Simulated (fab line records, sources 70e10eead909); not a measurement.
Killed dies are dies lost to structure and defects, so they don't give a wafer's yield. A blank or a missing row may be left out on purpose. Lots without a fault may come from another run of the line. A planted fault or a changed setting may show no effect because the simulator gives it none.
fab line records | flow nand_harc
record lots=5 wafers=15 last_day=32
route steps=1302 shown A_SOURCE_PLATE@423 A_ONON_D1@424 A_CHANNEL_HOLE_D1@450
lots that met no fault: from a run of the same line without faults
start_h: hours from the record's first day to the start of the lot's first wafer shown | wait_h: hours since the lot's step before | " the same as in the row above | L1.1+2: a row that stands for several wafers | - no value, or no start given | * or withheld: withheld | < > ~ a bound
route shown NAME@n: a module of which the file shows steps, and the number in the route of the first | usual: mean/standard deviation of fault-free wafers | same: alike in all rows | chamber/n: place in a boat | sites: the reading at each site | _std_site: their standard deviation | _edge_site: outer sites' mean less inner sites' | radius_mm: how far each site lies from the wafer's centre | mask NAME#n: copy n | behind: the tool/chamber that last shaped the wafer | hold: why the lot was held/for how many hours/how that ended | device: the transistor (n, p or np) that didn't switch | end of line: the same wafers' tests at the end of the route | a step without rows: its recipe alone | killed: dies lost to structure and defects at the first sort, not the wafer's yield | map: a wafer's dies, x killed, . not, _ none there
set.NAME: the setting as run; set.NAME@STEP: as run at that earlier step | model.NAME: the simulator's own value behind a step, which no gauge read
lots at some steps of the route; a table a step, a row a wafer
services: from which hour (start_h, from the record's first day; less than 0 if before it) a tool's chamber was out of use, for how many hours, and why
## steps
# step NHARC_A_SOURCE_PLATE_INSPECT_08
# usual raw_defect_count=64/27
# columns lot.wafer tool chamber start_h wait_h raw_defect_count
L074.3 defect_inspect-02 - 165.57 0.0 72
L074.4 " - " " 150
L074.6 " - " " 81
L078.2 defect_inspect-02 - 200.95 0.0 49
L078.4 " - " " 58
L078.6 " - " " 78
L087.2 defect_inspect-01 - 296.34 0.0 56
L087.3 " - " " 89
L087.5 " - " " 41
L089.2 defect_inspect-02 - 307.69 0.1 62
L089.3 " - " " 73
L089.5 " - " " 27
L094.2 defect_inspect-02 - 365.49 0.0 45
L094.3 " - " " 43
L094.6 " - " " 33
# step NHARC_A_ONON_D1_DEP_00
# recipe target_thk_a=10000 n2_flow_sccm=2750 n2o_flow_sccm=2000 nh3_flow_sccm=500 sih4_flow_sccm=210 temp_c=400
# usual sih4_flow_sccm=210.0/0.63
# columns lot.wafer tool chamber start_h wait_h sih4_flow_sccm
L074.3 pecvd_onon-01 0 165.75 0.2 209.5
L074.4 " 0 " " 209.9
L074.6 " 0 " " 210.4
L078.2 pecvd_onon-01 0 201.08 0.1 211.1
L078.4 " 0 " " 211.0
L078.6 " 0 " " 211.7
L087.2 pecvd_onon-01 0 296.46 0.1 210.0
L087.3 " 0 " " 209.8
L087.5 " 0 " " 210.2
L089.2 pecvd_onon-01 0 307.81 0.1 210.1
L089.3 " 0 " " 208.9
L089.5 " 0 " " 209.6
L094.2 pecvd_onon-01 0 365.61 0.1 208.7
L094.3 " 0 " " 209.1
L094.6 " 0 " " 210.2
# step NHARC_A_ONON_D1_THK_MEAS_02
# recipe thk_meas_gauge=ellipsometry
# usual thk_nm=998/9.9
# columns lot.wafer tool chamber start_h wait_h thk_nm
L074.3 film_metro-01 - 166.15 - 988
L074.4 " - " " 988
L074.6 " - " " 987
L078.2 film_metro-01 - 201.53 - 1000
L078.4 " - " " 1000
L078.6 " - " " 1000
L087.2 film_metro-01 - 296.91 - 976
L087.3 " - " " 977
L087.5 " - " " 977
L089.2 film_metro-02 - 308.27 - 1006
L089.3 " - " " 1006
L089.5 " - " " 1005
L094.2 film_metro-02 - 366.07 - 981
L094.3 " - " " 982
L094.6 " - " " 983
# step NHARC_A_ONON_D1_DEP_03
# recipe target_thk_a=10000 n2_flow_sccm=2750 n2o_flow_sccm=2000 nh3_flow_sccm=500 sih4_flow_sccm=210 temp_c=400
# usual sih4_flow_sccm=210.1/0.61
# columns lot.wafer tool chamber start_h wait_h sih4_flow_sccm
L074.3 pecvd_onon-04 0 166.32 0.2 209.7
L074.4 " 0 " " 210.4
L074.6 " 0 " " 210.1
L078.2 pecvd_onon-04 0 201.65 0.1 211.0
L078.4 " 0 " " 211.4
L078.6 " 0 " " 210.5
L087.2 pecvd_onon-04 0 297.03 0.1 209.4
L087.3 " 0 " " 210.7
L087.5 " 0 " " 209.5
L089.2 pecvd_onon-01 0 308.38 0.1 211.4
L089.3 " 0 " " 211.3
L089.5 " 0 " " 210.8
L094.2 pecvd_onon-04 0 366.18 0.1 210.2
L094.3 " 0 " " 209.8
L094.6 " 0 " " 209.8
# step NHARC_A_ONON_D1_THK_MEAS_05
# recipe thk_meas_gauge=ellipsometry
# usual thk_nm=1002/11
# columns lot.wafer tool chamber start_h wait_h thk_nm
L074.3 film_metro-02 - 166.72 - 1000
L074.4 " - " " 1001
L074.6 " - " " 1001
L078.2 film_metro-01 - 202.10 - 995
L078.4 " - " " 995
L078.6 " - " " 994
L087.2 film_metro-01 - 297.47 - 1008
L087.3 " - " " 1004
L087.5 " - " " 1002
L089.2 film_metro-02 - 308.83 - 1001
L089.3 " - " " 999
L089.5 " - " " 1000
L094.2 film_metro-01 - 366.64 - 996
L094.3 " - " " 996
L094.6 " - " " 997
# step NHARC_A_ONON_D1_DEP_06
# recipe target_thk_a=10000 n2_flow_sccm=2750 n2o_flow_sccm=2000 nh3_flow_sccm=500 sih4_flow_sccm=210 temp_c=400
# usual sih4_flow_sccm=210.1/0.62
# columns lot.wafer tool chamber start_h wait_h sih4_flow_sccm
L074.3 pecvd_onon-01 0 166.89 0.2 210.0
L074.4 " 0 " " 209.9
L074.6 " 0 " " 209.3
L078.2 pecvd_onon-03 0 202.21 0.1 209.9
L078.4 " 0 " " 209.9
L078.6 " 0 " " 209.3
L087.2 pecvd_onon-03 0 297.59 0.1 210.0
L087.3 " 0 " " 210.3
L087.5 " 0 " " 209.6
L089.2 pecvd_onon-01 0 308.94 0.1 210.3
L089.3 " 0 " " 210.7
L089.5 " 0 " " 210.8
L094.2 pecvd_onon-03 0 366.75 0.1 210.8
L094.3 " 0 " " 211.5
L094.6 " 0 " " 210.2
# step NHARC_A_ONON_D1_THK_MEAS_08
# recipe thk_meas_gauge=ellipsometry
# usual thk_nm=1001/7.8
# columns lot.wafer tool chamber start_h wait_h thk_nm
L074.3 film_metro-02 - 167.28 - 1008
L074.4 " - " " 1008
L074.6 " - " " 1007
L078.2 film_metro-01 - 202.66 - 1005
L078.4 " - " " 1004
L078.6 " - " " 1003
L087.2 film_metro-01 - 298.03 - 992
L087.3 " - " " 991
L087.5 " - " " 991
L089.2 film_metro-02 - 309.40 - 990
L089.3 " - " " 991
L089.5 " - " " 990
L094.2 film_metro-02 - 367.23 - 999
L094.3 " - " " 1000
L094.6 " - " " 1001
# step NHARC_A_ONON_D1_DEP_09
# recipe target_thk_a=10000 n2_flow_sccm=2750 n2o_flow_sccm=2000 nh3_flow_sccm=500 sih4_flow_sccm=210 temp_c=400
# usual sih4_flow_sccm=210.0/0.64
# columns lot.wafer tool chamber start_h wait_h sih4_flow_sccm
L074.3 pecvd_onon-03 0 167.46 0.2 209.6
L074.4 " 0 " " 210.0
L074.6 " 0 " " 209.7
L078.2 pecvd_onon-01 0 202.77 0.1 210.5
L078.4 " 0 " " 210.2
L078.6 " 0 " " 210.0
L087.2 pecvd_onon-01 0 298.15 0.1 210.6
L087.3 " 0 " " 209.6
L087.5 " 0 " " 210.5
L089.2 pecvd_onon-04 0 309.51 0.1 210.2
L089.3 " 0 " " 209.9
L089.5 " 0 " " 209.7
L094.2 pecvd_onon-01 0 367.35 0.1 210.7
L094.3 " 0 " " 209.8
L094.6 " 0 " " 210.1
# step NHARC_A_ONON_D1_THK_MEAS_11
# recipe thk_meas_gauge=ellipsometry
# usual thk_nm=1002/11
# columns lot.wafer tool chamber start_h wait_h thk_nm
L074.3 film_metro-02 - 167.85 - 977
L074.4 " - " " 976
L074.6 " - " " 977
L078.2 film_metro-01 - 203.23 - 986
L078.4 " - " " 989
L078.6 " - " " 986
L087.2 film_metro-01 - 298.59 - 1000
L087.3 " - " " 1000
L087.5 " - " " 1002
L089.2 film_metro-02 - 309.96 - 999
L089.3 " - " " 1000
L089.5 " - " " 1001
L094.2 film_metro-02 - 367.80 - 989
L094.3 " - " " 989
L094.6 " - " " 988
# step NHARC_A_ONON_D1_DEP_12
# recipe target_thk_a=10000 n2_flow_sccm=2750 n2o_flow_sccm=2000 nh3_flow_sccm=500 sih4_flow_sccm=210 temp_c=400
# usual sih4_flow_sccm=210.0/0.64
# columns lot.wafer tool chamber start_h wait_h sih4_flow_sccm
L074.3 pecvd_onon-01 0 168.03 0.2 209.9
L074.4 " 0 " " 209.7
L074.6 " 0 " " 208.7
L078.2 pecvd_onon-04 0 203.34 0.1 210.8
L078.4 " 0 " " 210.5
L078.6 " 0 " " 210.3
L087.2 pecvd_onon-04 0 298.71 0.1 210.9
L087.3 " 0 " " 209.5
L087.5 " 0 " " 209.5
L089.2 pecvd_onon-03 0 310.07 0.1 210.0
L089.3 " 0 " " 211.0
L089.5 " 0 " " 210.0
L094.2 pecvd_onon-04 0 367.91 0.1 209.9
L094.3 " 0 " " 209.3
L094.6 " 0 " " 210.1
# step NHARC_A_ONON_D1_THK_MEAS_14
# recipe thk_meas_gauge=ellipsometry
# usual thk_nm=1000/8.7
# columns lot.wafer tool chamber start_h wait_h thk_nm
L074.3 film_metro-02 - 168.42 - 995
L074.4 " - " " 995
L074.6 " - " " 996
L078.2 film_metro-01 - 203.79 - 993
L078.4 " - " " 993
L078.6 " - " " 993
L087.2 film_metro-01 - 299.17 - 1003
L087.3 " - " " 1004
L087.5 " - " " 1002
L089.2 film_metro-01 - 310.53 - 1014
L089.3 " - " " 1013
L089.5 " - " " 1012
L094.2 film_metro-02 - 368.37 - 994
L094.3 " - " " 991
L094.6 " - " " 991
# step NHARC_A_ONON_D1_ANNEAL_15
# recipe temp_c=750 time_s=3600
# usual zone_power_upper_pct=12.2/1.4
# columns lot.wafer tool chamber start_h wait_h zone_power_upper_pct
L074.3 furnace-05 0 171.60 3.2 15.1
L074.4 " 0 " " 14.7
L074.6 " 0 " " 14.7
L078.2 furnace-02 0 207.47 3.7 11.2
L078.4 " 0 " " 11.4
L078.6 " 0 " " 11.2
L087.2 furnace-07 0 302.56 3.4 11.5
L087.3 " 0 " " 11.5
L087.5 " 0 " " 11.6
L089.2 furnace-07 0 313.92 3.4 11.5
L089.3 " 0 " " 11.7
L089.5 " 0 " " 11.4
L094.2 furnace-05 0 371.54 3.2 14.6
L094.3 " 0 " " 14.7
L094.6 " 0 " " 14.7
# step NHARC_A_ONON_D1_DEP_16
# recipe target_thk_a=10000 n2_flow_sccm=2750 n2o_flow_sccm=2000 nh3_flow_sccm=500 sih4_flow_sccm=210 temp_c=400
# usual sih4_flow_sccm=210.0/0.59
# columns lot.wafer tool chamber start_h wait_h sih4_flow_sccm
L074.3 pecvd_onon-04 0 175.59 0.2 209.2
L074.4 " 0 " " 210.4
L074.6 " 0 " " 209.8
L078.2 pecvd_onon-01 0 211.38 0.1 209.1
L078.4 " 0 " " 209.3
L078.6 " 0 " " 209.8
L087.2 pecvd_onon-01 0 306.56 0.1 209.9
L087.3 " 0 " " 209.5
L087.5 " 0 " " 210.8
L089.2 pecvd_onon-01 0 317.88 0.1 210.4
L089.3 " 0 " " 209.7
L089.5 " 0 " " 210.8
L094.2 pecvd_onon-01 0 375.46 0.1 209.7
L094.3 " 0 " " 210.1
L094.6 " 0 " " 209.1
# step NHARC_A_ONON_D1_THK_MEAS_18
# recipe thk_meas_gauge=ellipsometry
# usual thk_nm=996/8.7
# columns lot.wafer tool chamber start_h wait_h thk_nm
L074.3 film_metro-01 - 175.98 - 1009
L074.4 " - " " 1007
L074.6 " - " " 1008
L078.2 film_metro-01 - 211.83 - 979
L078.4 " - " " 979
L078.6 " - " " 977
L087.2 film_metro-02 - 307.02 - 996
L087.3 " - " " 995
L087.5 " - " " 996
L089.2 film_metro-01 - 318.33 - 998
L089.3 " - " " 996
L089.5 " - " " 1000
L094.2 film_metro-01 - 375.92 - 1003
L094.3 " - " " 1005
L094.6 " - " " 1005
# step NHARC_A_ONON_D1_DEP_19
# recipe target_thk_a=10000 n2_flow_sccm=2750 n2o_flow_sccm=2000 nh3_flow_sccm=500 sih4_flow_sccm=210 temp_c=400
# usual sih4_flow_sccm=210.0/0.6
# columns lot.wafer tool chamber start_h wait_h sih4_flow_sccm
L074.3 pecvd_onon-03 0 176.15 0.2 211.0
L074.4 " 0 " " 209.7
L074.6 " 0 " " 210.0
L078.2 pecvd_onon-04 0 211.94 0.1 209.5
L078.4 " 0 " " 210.4
L078.6 " 0 " " 210.7
L087.2 pecvd_onon-03 0 307.13 0.1 209.4
L087.3 " 0 " " 209.9
L087.5 " 0 " " 209.8
L089.2 pecvd_onon-01 0 318.45 0.1 209.1
L089.3 " 0 " " 210.0
L089.5 " 0 " " 210.2
L094.2 pecvd_onon-01 0 376.03 0.1 209.4
L094.3 " 0 " " 209.2
L094.6 " 0 " " 210.4
# step NHARC_A_ONON_D1_THK_MEAS_21
# recipe thk_meas_gauge=ellipsometry
# usual thk_nm=1001/9.2
# columns lot.wafer tool chamber start_h wait_h thk_nm
L074.3 film_metro-01 - 176.55 - 997
L074.4 " - " " 998
L074.6 " - " " 997
L078.2 film_metro-02 - 212.39 - 991
L078.4 " - " " 991
L078.6 " - " " 993
L087.2 film_metro-01 - 307.58 - 999
L087.3 " - " " 999
L087.5 " - " " 999
L089.2 film_metro-01 - 318.90 - 984
L089.3 " - " " 987
L089.5 " - " " 987
L094.2 film_metro-01 - 376.48 - 991
L094.3 " - " " 992
L094.6 " - " " 992
# step NHARC_A_ONON_D1_DEP_22
# recipe target_thk_a=10000 n2_flow_sccm=2750 n2o_flow_sccm=2000 nh3_flow_sccm=500 sih4_flow_sccm=210 temp_c=400
# usual sih4_flow_sccm=209.9/0.65
# columns lot.wafer tool chamber start_h wait_h sih4_flow_sccm
L074.3 pecvd_onon-01 0 176.72 0.2 209.9
L074.4 " 0 " " 209.1
L074.6 " 0 " " 209.7
L078.2 pecvd_onon-01 0 212.51 0.1 210.0
L078.4 " 0 " " 210.2
L078.6 " 0 " " 209.5
L087.2 pecvd_onon-04 0 307.70 0.1 209.6
L087.3 " 0 " " 210.2
L087.5 " 0 " " 209.6
L089.2 pecvd_onon-01 0 319.01 0.1 210.2
L089.3 " 0 " " 210.3
L089.5 " 0 " " 210.6
L094.2 pecvd_onon-01 0 376.59 0.1 210.3
L094.3 " 0 " " 209.9
L094.6 " 0 " " 209.2
# step NHARC_A_ONON_D1_THK_MEAS_24
# recipe thk_meas_gauge=ellipsometry
# usual thk_nm=999/10
# columns lot.wafer tool chamber start_h wait_h thk_nm
L074.3 film_metro-02 - 177.12 - 1004
L074.4 " - " " 1002
L074.6 " - " " 1004
L078.2 film_metro-02 - 212.96 - 998
L078.4 " - " " 996
L078.6 " - " " 999
L087.2 film_metro-01 - 308.15 - 992
L087.3 " - " " 992
L087.5 " - " " 994
L089.2 film_metro-02 - 319.49 - 990
L089.3 " - " " 988
L089.5 " - " " 989
L094.2 film_metro-01 - 377.04 - 995
L094.3 " - " " 996
L094.6 " - " " 995
# step NHARC_A_ONON_D1_DEP_25
# recipe target_thk_a=10000 n2_flow_sccm=2750 n2o_flow_sccm=2000 nh3_flow_sccm=500 sih4_flow_sccm=210 temp_c=400
# usual sih4_flow_sccm=209.9/0.7
# columns lot.wafer tool chamber start_h wait_h sih4_flow_sccm
L074.3 pecvd_onon-01 0 177.29 0.2 209.2
L074.4 " 0 " " 209.4
L074.6 " 0 " " 210.0
L078.2 pecvd_onon-03 0 213.08 0.1 210.4
L078.4 " 0 " " 208.8
L078.6 " 0 " " 210.6
L087.2 pecvd_onon-04 0 308.26 0.1 209.9
L087.3 " 0 " " 209.4
L087.5 " 0 " " 210.7
L089.2 pecvd_onon-01 0 319.61 0.1 209.7
L089.3 " 0 " " 210.2
L089.5 " 0 " " 210.5
L094.2 pecvd_onon-01 0 377.16 0.1 209.5
L094.3 " 0 " " 209.7
L094.6 " 0 " " 209.3
# step NHARC_A_ONON_D1_THK_MEAS_27
# recipe thk_meas_gauge=ellipsometry
# usual thk_nm=999/7.6
# columns lot.wafer tool chamber start_h wait_h thk_nm
L074.3 film_metro-01 - 177.69 - 1002
L074.4 " - " " 1004
L074.6 " - " " 1004
L078.2 film_metro-02 - 213.53 - 993
L078.4 " - " " 991
L078.6 " - " " 992
L087.2 film_metro-01 - 308.72 - 1009
L087.3 " - " " 1009
L087.5 " - " " 1010
L089.2 film_metro-02 - 320.06 - 991
L089.3 " - " " 987
L089.5 " - " " 989
L094.2 film_metro-01 - 377.61 - 999
L094.3 " - " " 997
L094.6 " - " " 998
# step NHARC_A_ONON_D1_DEP_28
# recipe target_thk_a=10000 n2_flow_sccm=2750 n2o_flow_sccm=2000 nh3_flow_sccm=500 sih4_flow_sccm=210 temp_c=400
# usual sih4_flow_sccm=209.8/0.56
# columns lot.wafer tool chamber start_h wait_h sih4_flow_sccm
L074.3 pecvd_onon-04 0 177.86 0.2 211.2
L074.4 " 0 " " 211.0
L074.6 " 0 " " 210.6
L078.2 pecvd_onon-04 0 213.64 0.1 209.0
L078.4 " 0 " " 209.8
L078.6 " 0 " " 209.7
L087.2 pecvd_onon-04 0 308.83 0.1 209.9
L087.3 " 0 " " 209.6
L087.5 " 0 " " 209.3
L089.2 pecvd_onon-01 0 320.18 0.1 209.7
L089.3 " 0 " " 210.5
L089.5 " 0 " " 209.6
L094.2 pecvd_onon-01 0 377.73 0.1 210.3
L094.3 " 0 " " 209.8
L094.6 " 0 " " 211.5
# step NHARC_A_ONON_D1_THK_MEAS_30
# recipe thk_meas_gauge=ellipsometry
# usual thk_nm=1002/9.7
# columns lot.wafer tool chamber start_h wait_h thk_nm
L074.3 film_metro-02 - 178.26 - 1007
L074.4 " - " " 1006
L074.6 " - " " 1005
L078.2 film_metro-02 - 214.10 - 996
L078.4 " - " " 995
L078.6 " - " " 994
L087.2 film_metro-02 - 309.29 - 992
L087.3 " - " " 994
L087.5 " - " " 994
L089.2 film_metro-01 - 320.64 - 1017
L089.3 " - " " 1017
L089.5 " - " " 1018
L094.2 film_metro-01 - 378.18 - 1000
L094.3 " - " " 999
L094.6 " - " " 999
# step NHARC_A_ONON_D1_DEP_33
# recipe target_thk_a=2000 temp_c=400 pressure_torr=6.5 rf_w=900 teos_flow_sccm=161.4 flow_sccm=2650 target_thk_nm=200 gas=O2 material=SiO2
# usual heater_power_w=576/71 throttle_valve_pct=15.9/0.59
# columns lot.wafer tool chamber start_h wait_h heater_power_w since_wet_clean_h throttle_valve_pct
L074.3 pecvd-04 2 178.41 0.1 640 77 16.9
L074.6 " 0 " " 550 - 16.2
L074.4 " 2 " " 664 - 17.0
L078.2 pecvd-01 0 214.24 0.1 501 71 15.1
L078.4 " 1 " " 613 - 16.7
L078.6 " 0 " " 525 - 15.3
L087.2 pecvd-04 1 309.41 0.1 553 27 16.0
L087.3 " 1 " " 557 - 15.6
L087.5 " 2 " " 610 - 16.7
L089.3 pecvd-04 2 320.69 0.1 726 39 16.3
L089.2 " 1 " " 584 39 15.7
L089.5 " 2 " " 543 - 16.8
L094.2 pecvd-01 2 378.29 0.1 539 54 14.7
L094.3 " 0 " " 474 54 15.6
L094.6 " 0 " " 492 - 15.4
# step NHARC_A_ONON_D1_THK_MEAS_34
# recipe thk_meas_gauge=ellipsometry
# usual thk_nm=200.3/2.6
# columns lot.wafer tool chamber start_h wait_h thk_nm
L074.3 film_metro-02 - 178.74 - 197.9
L074.4 " - " " 202.0
L074.6 " - " " 202.9
L078.2 film_metro-01 - 214.57 - 200.9
L078.4 " - " " 202.7
L078.6 " - " " 205.5
L087.2 film_metro-01 - 309.89 0.4 195.5
L087.3 " - " " 200.0
L087.5 " - " " 196.1
L089.2 film_metro-01 - 321.10 - 196.8
L089.3 " - " " 199.4
L089.5 " - " " 199.6
L094.2 film_metro-01 - 378.66 - 199.0
L094.3 " - " " 197.5
L094.6 " - " " 200.5
# step NHARC_A_ONON_D1_INSPECT_32
# usual raw_defect_count=76/27
# columns lot.wafer tool chamber start_h wait_h raw_defect_count
L074.3 defect_inspect-01 - 178.80 0.0 73
L074.4 " - " " 162
L074.6 " - " " 87
L078.2 defect_inspect-01 - 214.63 0.0 60
L078.4 " - " " 57
L078.6 " - " " 89
L087.2 defect_inspect-02 - 309.96 0.0 54
L087.3 " - " " 93
L087.5 " - " " 43
L089.2 defect_inspect-01 - 321.19 0.0 76
L089.3 " - " " 83
L089.5 " - " " 47
L094.2 defect_inspect-02 - 378.72 0.0 71
L094.3 " - " " 70
L094.6 " - " " 55
# step NHARC_A_CHANNEL_HOLE_D1_DEP_00
# recipe target_thk_a=31000 temp_c=400 material=aC
# usual throttle_valve_pct=35.000/0.0085
# columns lot.wafer tool chamber start_h wait_h throttle_valve_pct
L074.3 acl_dep-02 0 179.49 0.7 35.013
L074.4 " 0 " " 35.000
L074.6 " 0 " " 34.998
L078.2 acl_dep-02 0 215.43 0.8 34.995
L078.4 " 0 " " 34.995
L078.6 " 0 " " 34.992
L087.2 acl_dep-01 0 313.90 3.9 34.997
L087.3 " 0 " " 35.010
L087.5 " 0 " " 34.992
L089.2 acl_dep-03 0 321.57 0.4 35.005
L089.3 " 0 " " 34.999
L089.5 " 0 " " 35.005
L094.2 acl_dep-01 0 381.16 2.4 34.995
L094.3 " 0 " " 35.017
L094.6 " 0 " " 35.000
# step NHARC_A_CHANNEL_HOLE_D1_DEP_01
# recipe target_thk_a=1400 target_thk_nm=140 temp_c=400 pressure_torr=3.5 flow_sccm=200 rf_w=350 material=SiON
# usual heater_power_w=772/90
# columns lot.wafer tool chamber start_h wait_h heater_power_w since_wet_clean_h
L074.3 pecvd-02 1 180.83 1.0 656 122
L074.4 " 2 " " 786 -
L074.6 " 0 " " 865 -
L078.2 pecvd-02 2 217.08 1.3 765 158
L078.6 " 0 " " 942 -
L078.4 " 2 " " 756 -
L087.2 pecvd-02 1 315.52 1.3 697 75
L087.3 " 0 " " 870 75
L087.5 " 2 " " 799 -
L089.2 pecvd-02 2 323.18 1.3 689 83
L089.3 " 1 " " 572 83
L089.5 " 0 " " 971 -
L094.2 pecvd-04 0 382.91 1.4 650 101
L094.3 " 0 " " 647 -
L094.6 " 2 " " 892 -
# step NHARC_A_CHANNEL_HOLE_D1_DEHYDRATE_02
# recipe temp_c=150 time_s=120
# columns lot.wafer tool chamber start_h wait_h
L074.3+4+6 litho_track-04 0 181.04 0.2
L078.2+4+6 litho_track-01 0 217.30 0.2
L087.2+3+5 litho_track-04 0 315.79 0.2
L089.2+3+5 litho_track-04 0 323.46 0.2
L094.2+3+6 litho_track-06 0 383.26 0.3
# step NHARC_A_CHANNEL_HOLE_D1_HMDS_03
# recipe time_s=30
# columns lot.wafer tool chamber start_h wait_h
L074.3+4+6 litho_track-04 0 - -
L078.2+4+6 litho_track-01 0 - -
L087.2+3+5 litho_track-04 0 - -
L089.2+3+5 litho_track-04 0 - -
L094.2+3+6 litho_track-06 0 - -
# step NHARC_A_CHANNEL_HOLE_D1_COAT_36
# recipe temp_c=260 time_s=75
# columns lot.wafer tool chamber start_h wait_h
L074.3+4+6 litho_track-04 0 - -
L078.2+4+6 litho_track-01 0 - -
L087.2+3+5 litho_track-04 0 - -
L089.2+3+5 litho_track-04 0 - -
L094.2+3+6 litho_track-06 0 - -
# step NHARC_A_CHANNEL_HOLE_D1_COAT_37
# recipe temp_c=225 time_s=65
# columns lot.wafer tool chamber start_h wait_h
L074.3+4+6 litho_track-04 0 - -
L078.2+4+6 litho_track-01 0 - -
L087.2+3+5 litho_track-04 0 - -
L089.2+3+5 litho_track-04 0 - -
L094.2+3+6 litho_track-06 0 - -
# step NHARC_A_CHANNEL_HOLE_D1_COAT_04
# recipe spin_rpm=1500 resist_thk_nm=90
# usual spin_speed_rpm=1500.1/1.1
# columns lot.wafer tool chamber start_h wait_h spin_speed_rpm
L074.3 litho_track-04 0 - - 1500.6
L074.4 " 0 " " 1500.6
L074.6 " 0 " " 1498.8
L078.2 litho_track-01 0 - - 1498.2
L078.4 " 0 " " 1500.3
L078.6 " 0 " " 1501.4
L087.2 litho_track-04 0 - - 1500.2
L087.3 " 0 " " 1499.6
L087.5 " 0 " " 1499.5
L089.2 litho_track-04 0 - - 1501.9
L089.3 " 0 " " 1501.4
L089.5 " 0 " " 1501.2
L094.2 litho_track-06 0 - - 1500.4
L094.3 " 0 " " 1500.7
L094.6 " 0 " " 1501.7
# step NHARC_A_CHANNEL_HOLE_D1_SOFTBAKE_05
# recipe temp_c=105 time_s=55
# columns lot.wafer tool chamber start_h wait_h
L074.3+4+6 litho_track-04 0 - -
L078.2+4+6 litho_track-01 0 - -
L087.2+3+5 litho_track-04 0 - -
L089.2+3+5 litho_track-04 0 - -
L094.2+3+6 litho_track-06 0 - -
# step NHARC_A_CHANNEL_HOLE_D1_EBR_06
# columns lot.wafer tool chamber start_h wait_h
L074.3+4+6 litho_track-04 0 - -
L078.2+4+6 litho_track-01 0 - -
L087.2+3+5 litho_track-04 0 - -
L089.2+3+5 litho_track-04 0 - -
L094.2+3+6 litho_track-06 0 - -
# step NHARC_A_CHANNEL_HOLE_D1_EXPOSE_07
# recipe na=1.35 target_cd_nm=100 sigma_outer=0.3 dose_mj=59.65 mask_id=HOLE_D1
# columns lot.wafer tool chamber start_h wait_h mask
L074.3+4+6 arfi_scanner-03 0 181.36 - HOLE_D1#0
L078.2+4+6 arfi_scanner-03 0 217.61 - HOLE_D1#0
L087.2+3+5 arfi_scanner-03 0 316.11 - HOLE_D1#0
L089.2+3+5 arfi_scanner-03 0 323.87 - HOLE_D1#0
L094.2+3+6 arfi_scanner-03 0 383.45 - HOLE_D1#0
# step NHARC_A_CHANNEL_HOLE_D1_PEB_08
# recipe peb_temp_c=100 peb_time_s=65
# columns lot.wafer tool chamber start_h wait_h
L074.3+4+6 litho_track-04 0 181.41 0.0
L078.2+4+6 litho_track-04 0 217.67 0.1
L087.2+3+5 litho_track-06 0 316.16 0.1
L089.2+3+5 litho_track-04 0 323.93 0.1
L094.2+3+6 litho_track-06 0 383.51 0.1
# step NHARC_A_CHANNEL_HOLE_D1_DEVELOP_09
# recipe develop_time_s=35 dev_temp_c=23
# columns lot.wafer tool chamber start_h wait_h
L074.3+4+6 litho_track-04 0 - -
L078.2+4+6 litho_track-04 0 - -
L087.2+3+5 litho_track-06 0 - -
L089.2+3+5 litho_track-04 0 - -
L094.2+3+6 litho_track-06 0 - -
# step NHARC_A_CHANNEL_HOLE_D1_CD_MEAS_10
# recipe target_cd_nm=100 landing_energy_ev=500
# usual cd_nm=100.1/0.4
# columns lot.wafer tool chamber start_h wait_h cd_nm
L074.3 cd_sem-02 0 181.50 - 99.9
L074.4 " 0 " " 99.9
L074.6 " 0 " " 100.2
L078.2 cd_sem-01 0 217.75 - 100.3
L078.4 " 0 " " 100.0
L078.6 " 0 " " 99.6
L087.2 cd_sem-03 0 316.24 - 99.9
L087.3 " 0 " " 100.2
L087.5 " 0 " " 99.7
L089.2 cd_sem-03 0 324.01 - 99.7
L089.3 " 0 " " 99.9
L089.5 " 0 " " 99.7
L094.2 cd_sem-01 0 383.59 - 100.1
L094.3 " 0 " " 100.2
L094.6 " 0 " " 100.0
# step NHARC_A_CHANNEL_HOLE_D1_OVL_MEAS_11
# usual overlay_x_nm=0.2/0.86 overlay_y_nm=0.1/0.85
# columns lot.wafer tool chamber start_h wait_h overlay_x_nm overlay_y_nm
L074.3 overlay-01 - 181.58 - 1.9 -0.8
L074.4 " - " " 1.7 -1.0
L074.6 " - " " 1.9 -0.9
L078.2 overlay-01 - 217.83 - -0.2 0.8
L078.4 " - " " -0.2 1.3
L078.6 " - " " -0.5 1.0
L087.2 overlay-02 - 316.33 - 0.2 1.5
L087.3 " - " " -0.7 1.5
L087.5 " - " " -0.6 1.7
L089.2 overlay-02 - 324.10 - -0.3 -0.6
L089.3 " - " " -0.4 -0.6
L089.5 " - " " -0.8 -0.7
L094.2 overlay-01 - 383.67 - 1.6 0.7
L094.3 " - " " 1.3 0.5
L094.6 " - " " 1.8 1.1
# step NHARC_A_CHANNEL_HOLE_D1_INSPECT_12
# usual raw_defect_count=6/3.4
# columns lot.wafer tool chamber start_h wait_h raw_defect_count
L074.3 defect_inspect-01 - 181.62 0.0 6
L074.4 " - " " 15
L074.6 " - " " 7
L078.2 defect_inspect-01 - 217.87 0.0 7
L078.4 " - " " 7
L078.6 " - " " 7
L087.2 defect_inspect-01 - 316.37 0.0 5
L087.3 " - " " 7
L087.5 " - " " 3
L089.2 defect_inspect-01 - 324.14 0.0 8
L089.3 " - " " 5
L089.5 " - " " 5
L094.2 defect_inspect-02 - 383.71 0.0 11
L094.3 " - " " 3
L094.6 " - " " 2
## services
# columns tool chamber start_h hours kind
litho_track-01 - 155.00 7.0 pm
pecvd-02 0 162.36 1.8 repair
litho_track-06 - 179.00 7.0 pm
acl_dep-01 - 186.84 13.0 pm
arfi_scanner-03 - 199.52 4.0 pm
litho_track-04 - 203.00 7.0 pm
pecvd_onon-03 - 227.04 13.0 pm
pecvd-02 - 227.33 13.0 pm
acl_dep-02 - 242.99 13.0 pm
pecvd_onon-01 - 269.00 13.0 pm
pecvd-04 - 269.06 13.0 pm
pecvd-01 - 299.92 0.8 repair
pecvd-04 0 306.16 4.7 repair
pecvd_onon-04 - 311.30 13.0 pm
pecvd-04 - 323.02 1.2 repair
litho_track-01 - 330.00 7.0 pm
pecvd-04 - 334.83 0.5 repair
pecvd-04 - 344.25 0.9 repair
arfi_scanner-03 - 347.79 2.1 repair
litho_track-06 - 354.00 7.0 pm
arfi_scanner-03 - 369.96 1.1 repair
arfi_scanner-03 - 371.54 4.0 pm
litho_track-04 - 378.00 7.0 pm
pecvd-04 1 381.27 7.6 repair
## key
fault none
